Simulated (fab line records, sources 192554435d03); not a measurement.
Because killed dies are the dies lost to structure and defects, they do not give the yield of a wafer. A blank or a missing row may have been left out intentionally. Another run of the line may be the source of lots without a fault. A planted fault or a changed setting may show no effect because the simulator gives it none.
Code-filled problem report in 8D (eight disciplines) form :: flow n5 finfet :: the parts of the form that need people (team, actions taken, sign-off) are left out

1. PROBLEM STATEMENT
At N5_STI_FIN_REVEAL_FIN_H_MEAS_10, trench depth nm averages 56.6 nm over 4 wafers from 2 lots, while fault-free wafers read 51.9 nm, standard deviation 0.81. That is +5.8 standard deviations from the usual mean.
Earliest sighting: wafer L275.1 on ocd-01 at day 7 14:29. At this step, 27 wafers from 9 lots have a number in the record. Rule for "out" (also "out of limits"): further than 4 standard deviations from the usual mean. All remaining wafers that have a number are taken as sound.

2. WHAT IT IS, WHAT IT ISN'T
question: which readings at this step
is: trench depth nm
is not: -

question: which lots
is: L275, L277
is not: L255, L256, L258, L260, L263, L264, L269

question: which wafers of those lots
is: L275.1, L275.6, L277.1, L277.3
is not: L275.2, L277.2

question: read on which gauges
is: ocd-01
is not: ocd-02

question: when
is: from day 7 14:29
is not: up to then (22 sound wafers); but 1 sound wafer of L277 came after

3. WHAT RULES OUT EACH SUSPECT
Counting: if a tool at a process step up to the reading ran every lot that is out, it stays a suspect. Sound lots after the first of them don't rule it out here, since some wafers of a struck lot are sound.
- the gauge at N5_STI_FIN_REVEAL_FIN_H_MEAS_10 is ruled out. All the wafers that are out were read on ocd-01, but those of them that N5_STI_FIN_REVEAL_RECESS_09 has rows for are out there too, on other tools.
- rie diel-04 at N5_STI_FIN_REVEAL_STRIP_24 (strips in N2/H2, time 90 s): kept. It ran every lot that is out, first L275 (day 7 11:34); its last sound lot up to then is L263 (day 4 09:41).
- vapor etch-02 at N5_STI_FIN_REVEAL_RECESS_09 (chemistry HF/NH3, target SiO2, afs cycles 11, target depth 42.5 nm, sublimation time 60 s): kept. It ran every lot that is out, first L275 (day 7 11:47); its last sound lot up to then is L269 (day 6 00:05). Out on those wafers are its own readings of temp c.
- The sound lot-mates ran in chamber 1 of vapor etch-02 at N5_STI_FIN_REVEAL_RECESS_09, but the wafers that are out ran in chamber 0.
Left after counting: rie diel-04 at N5_STI_FIN_REVEAL_STRIP_24, vapor etch-02 at N5_STI_FIN_REVEAL_RECESS_09.

4. THE CAUSE (what the simulator had put in)
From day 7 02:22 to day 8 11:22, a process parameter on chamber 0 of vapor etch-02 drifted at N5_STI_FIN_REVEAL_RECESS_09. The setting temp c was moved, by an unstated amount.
After counting, 2 suspects remain, this tool included.

5. THE EFFECT CHAIN, in route order
One row per reading whose mean, taken over the struck wafers that have a number, lies over 3 standard deviations from the usual. Readings are gone through only where the record gives a usual standard deviation; hours: the median, over the lots, of the time from a lot's start at the first step in this table giving one to that lot's start at this step; sigmas: the change measured in usual standard deviations.
hours: 0
step: N5_STI_FIN_REVEAL_RECESS_09
reading: temp c
usual: 29.98 C
on struck wafers: 26.68
change: -3.30
sigmas: -33

hours: 3
step: N5_STI_FIN_REVEAL_FIN_H_MEAS_10
reading: trench depth nm
usual: 51.9 nm
on struck wafers: 56.6
change: +4.7
sigmas: +5.8

hours: 148
step: N5_BEOL_M4_RC_MEAS_101
reading: ION_N
usual: 677 uA/um
on struck wafers: 718
change: +40
sigmas: +3.7

hours: 148
step: N5_BEOL_M4_RC_MEAS_101
reading: ION_P
usual: 463 uA/um
on struck wafers: 496
change: +33
sigmas: +4.1
It contains these process steps:
- N5_STI_FIN_REVEAL_RECESS_09: chemistry HF/NH3, target SiO2, afs cycles 11, target depth 42.5 nm, sublimation time 60 s.

6. WHAT WOULD HAVE CAUGHT IT SOONER
Counted from the fault's start at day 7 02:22, it took 12 hours until the first out-of-limits reading at a measuring or inspecting step in this record, taken at day 7 14:29.
Tool's own readings at N5_STI_FIN_REVEAL_RECESS_09, temp c: out on all struck wafers the step has rows for; an alarm limit on them would have tripped on the first.
Of the lots that are out (2), L277 began N5_STI_FIN_REVEAL_RECESS_09 on vapor etch-02 after day 7 14:29. Had the tool been put on hold then, it would have been spared.
